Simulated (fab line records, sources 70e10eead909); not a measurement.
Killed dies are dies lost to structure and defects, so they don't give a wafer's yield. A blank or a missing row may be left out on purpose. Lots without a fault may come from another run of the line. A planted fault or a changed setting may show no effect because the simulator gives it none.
A struck lot beside a sound one | flow nand_harc | 15 steps out of a route of 1302
Sound: wafers L349.2, L349.5, L349.6. Struck: wafers L338.1, L338.3, L338.6. The cause comes at the end.
At each step with rows: each side's tool, then ch and its chambers, then its first start. Under that, the readings that differ: sound wafers | struck wafers | difference of the means | sigmas: that difference in standard deviations of wafers without a fault.
alike: readings whose means differ by less than 2 such deviations, and words and numbers that are the same on both sides. not compared: withheld readings, readings that some wafer has no value for, bounds like >300 that may hide the same value, and numbers for which the record gives no deviation and whose values overlap.
The two part at a step that has a row with sigmas, a row that says differs or no value, or rows on one side only. Numbers that don't overlap but have no deviation are shown without sigmas and don't part them. A reading that every wafer of one side lacks parts them only if that side has two wafers or more.

first, 5 steps without rows for these wafers: NHARC_A_CHANNEL_HOLE_D1_SOFTBAKE_05 (time 55 s); NHARC_A_CHANNEL_HOLE_D1_EBR_06; NHARC_A_CHANNEL_HOLE_D1_EXPOSE_07 (exposes mask HOLE D1, target cd 100 nm); NHARC_A_CHANNEL_HOLE_D1_PEB_08 (peb time 65 s); NHARC_A_CHANNEL_HOLE_D1_DEVELOP_09 (develop time 35 s).
NHARC_A_CHANNEL_HOLE_D1_CD_MEAS_10: target cd 100 nm.
  sound on cd_sem-01 ch 0, day 14 23:43; struck on cd_sem-02 ch 0, day 10 18:10
  alike: cd_nm
NHARC_A_CHANNEL_HOLE_D1_OVL_MEAS_11:
  sound on overlay-02, day 14 23:48; struck on overlay-01, day 10 18:15
  alike: overlay_x_nm, overlay_y_nm
NHARC_A_CHANNEL_HOLE_D1_INSPECT_12:
  sound on defect_inspect-02, day 14 23:50; struck on defect_inspect-02, day 10 18:17
  alike: raw_defect_count
NHARC_A_CHANNEL_HOLE_D1_DESCUM_15: chemistry O2, time 3 s.
  sound on rie_diel-12 ch 0,1,3, day 14 23:55; struck on rie_diel-12 ch 0,1,2, day 10 18:21
  alike: drypump_motor_current_A, oes_product_au, rf_vpp_V, showerhead_plenum_p_Torr, throttle_valve_pct
  not compared: rf_hours_counter_h
NHARC_A_CHANNEL_HOLE_D1_ETCH_38: etches the open film in CF4, target depth 39 nm, time 65 s.
  sound on rie_diel-12 ch 0,1,3, day 15 00:00; struck on rie_diel-12 ch 1,2,3, day 10 18:26
  alike: bias_w, cf4_flow_sccm, drypump_motor_current_A, oes_product_au, rf_vpp_V, showerhead_plenum_p_Torr, throttle_valve_pct
  not compared: rf_hours_counter_h
NHARC_A_CHANNEL_HOLE_D1_ETCH_39: etches the open film in N2/H2, target depth 260 nm, time 325 s.
  sound on rie_diel-12 ch 0,2,3; struck on rie_diel-12 ch 2,3
  alike: bias_w, chamber_pressure_mTorr, drypump_motor_current_A, oes_product_au, rf_vpp_V, showerhead_plenum_p_Torr, throttle_valve_pct
  not compared: rf_hours_counter_h
NHARC_A_CHANNEL_HOLE_D1_ETCH_34: etches the open film in CF4/CHF3, target depth 154 nm, time 77 s.
  sound on rie_diel-12 ch 0,1,3; struck on rie_diel-12 ch 0,2
  alike: bias_w, cf4_flow_sccm, drypump_motor_current_A, oes_product_au, rf_vpp_V, showerhead_plenum_p_Torr, throttle_valve_pct
  not compared: rf_hours_counter_h
NHARC_A_CHANNEL_HOLE_D1_ETCH_16: etches the open film in O2/COS, target depth 3100 nm, time 806 s.
  sound on rie_diel-12 ch 1,2, day 15 00:32; struck on rie_diel-12 ch 1,2,3, day 10 18:53
  no value came back on the struck wafers for any of 7 readings (bias_w (W), chamber_pressure_mTorr (mTorr) and others); on the sound wafers bias_w (W) reads 301.3 300.1 300.6
  not compared: rf_hours_counter_h
NHARC_A_CHANNEL_HOLE_D1_CD_MEAS_18:
  sound on cd_sem-03, day 15 01:04; struck on cd_sem-01, day 10 19:27
  alike: cd_nm
-- the record jumps here: 16 days lie between the struck wafers' starts before and after (it left off in module A_CHANNEL_HOLE_D1 and takes up again in module END, whose first step shown is number 1302 of the route) --
NHARC_END_SORT_01:
  sound on prober-02 ch 0, day 30 10:28; struck on prober-01 ch 0, day 27 05:22
  reading         | sound    | struck                                                               | difference                   | sigmas
  hold            | - - -    | await_dispo/1.5h/scrap await_dispo/1.5h/scrap await_dispo/1.5h/scrap | no value on the sound wafers |
  killed_at_array | 66 51 51 | 670 672 674                                                          | +616                         | +29
  killed_dies     | 74 55 52 | 677 677 677                                                          | +617                         | +29
  alike: killed_at_other, killed_at_periphery, killed_open, killed_short

WHERE THEY PART
First at NHARC_A_CHANNEL_HOLE_D1_ETCH_16; last, within this record, at NHARC_END_SORT_01.

WHY: what the simulator had put in
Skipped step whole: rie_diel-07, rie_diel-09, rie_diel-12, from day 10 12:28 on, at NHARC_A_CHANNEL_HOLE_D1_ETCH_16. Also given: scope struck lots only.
